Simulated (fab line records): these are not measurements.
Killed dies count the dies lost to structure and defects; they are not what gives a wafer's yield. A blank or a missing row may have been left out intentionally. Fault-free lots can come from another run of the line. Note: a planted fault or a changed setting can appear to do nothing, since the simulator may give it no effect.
Split-lot trial ; flow n5Finfet ; 21 wafers read from 7 lots, route of 1938 steps

ABOUT THE SPLIT
At N5_BEOL_M3_EXPOSE_25 (exposes mask V2, defocus 5 nm), the setting doseMj was moved away from the recipe's 63 on 11 of the 21 wafers read, by -6.1% to +7.3%. All remaining wafers had this setting at the recipe value.

FROM THE SPLIT TO THE READING: what the file shows between them, 2 steps
- N5_BEOL_M3_PEB_26: peb time 60 s
- N5_BEOL_M3_DEVELOP_27: develop time 30 s

THE READING
cdNm, in nm, at N5_BEOL_M3_CD_MEAS_28 (target cd 25.7 nm, target cd y 23.3 nm). A value of 25.63 nm with a standard deviation of 0.21 nm is what fault-free wafers of this fab line usually give.

wafer;tool, chamber at the split;doseMj as run;against the recipe;cdNm, nm;against lot-mates on the recipe
L075.1;euvScanner-01, 0;67.44;+7.0%;27.15;no lot-mate on the recipe
L075.3;euvScanner-01, 0;67.44;+7.0%;26.78;no lot-mate on the recipe
L075.6;euvScanner-01, 0;67.44;+7.0%;27.13;no lot-mate on the recipe
L077.1;euvScanner-01, 0;63;recipe;25.53;-
L077.2;euvScanner-01, 0;59.46;-5.6%;24.39;-1.09
L077.5;euvScanner-01, 0;63;recipe;25.44;-
L080.4;euvScanner-01, 0;63;recipe;25.36;-
L080.5;euvScanner-01, 0;63;recipe;25.80;-
L080.6;euvScanner-01, 0;63;recipe;25.72;-
L082.1;euvScanner-02, 0;63;recipe;26.00;-
L082.2;euvScanner-02, 0;59.14;-6.1%;24.55;-1.45
L082.4;euvScanner-02, 0;59.14;-6.1%;24.55;-1.45
L083.1;euvScanner-02, 0;67.57;+7.3%;26.67;no lot-mate on the recipe
L083.4;euvScanner-02, 0;67.57;+7.3%;26.95;no lot-mate on the recipe
L083.6;euvScanner-02, 0;67.57;+7.3%;27.09;no lot-mate on the recipe
L093.1;euvScanner-02, 0;63;recipe;25.49;-
L093.3;euvScanner-02, 0;63;recipe;26.11;-
L093.6;euvScanner-02, 0;63;recipe;25.31;-
L097.2;euvScanner-01, 0;64.22;+1.9%;25.63;+0.30
L097.3;euvScanner-01, 0;64.22;+1.9%;25.70;+0.37
L097.4;euvScanner-01, 0;63;recipe;25.33;-

THE FIT
A straight line over all 21 wafers: cdNm changes by +0.187 nm for each +1% of doseMj; r = +0.96; the points scatter about the line by 0.25 nm.
The same after taking each lot's own level away (the mean of its wafers on the recipe; 15 wafers): +0.219 nm for each +1%; r = +0.95; scatter 0.2 nm.
Per that fit: largest doseMj move, reading shift of 1.6 nm.
The lots' own levels span 25.330 to 26.000 nm, that is 3.2 times the standard deviation above.
Hence the slope depends on the lot-to-lot level, as the two fits are not the same.
Check: for one of the wafers moved furthest among these (-6.1%), held out of the fit, the line's prediction against its lot-mates is -1.31 nm. Against them it came out at -1.45 nm.

THESE WAFERS: OTHER SPLITS
Other splits were also applied to these wafers ahead of the reading. Each is held against what the fit with the lots' levels taken away leaves over:
other split on the same wafers;wafers away from the commonest value;r with cdNm (lot level and that fit taken away)
N5_BEOL_M0_CUTY_ETCH_63 timeS;5;-0.09
N5_BEOL_M1_ILD_DEP_00 timeS;7;+0.25
N5_BEOL_M2_ALD_98 aldCycles;7;-0.04

THE FILE'S OWN FIT
cdNm changes by +0.216 nm for each +1% of doseMj, r = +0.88.
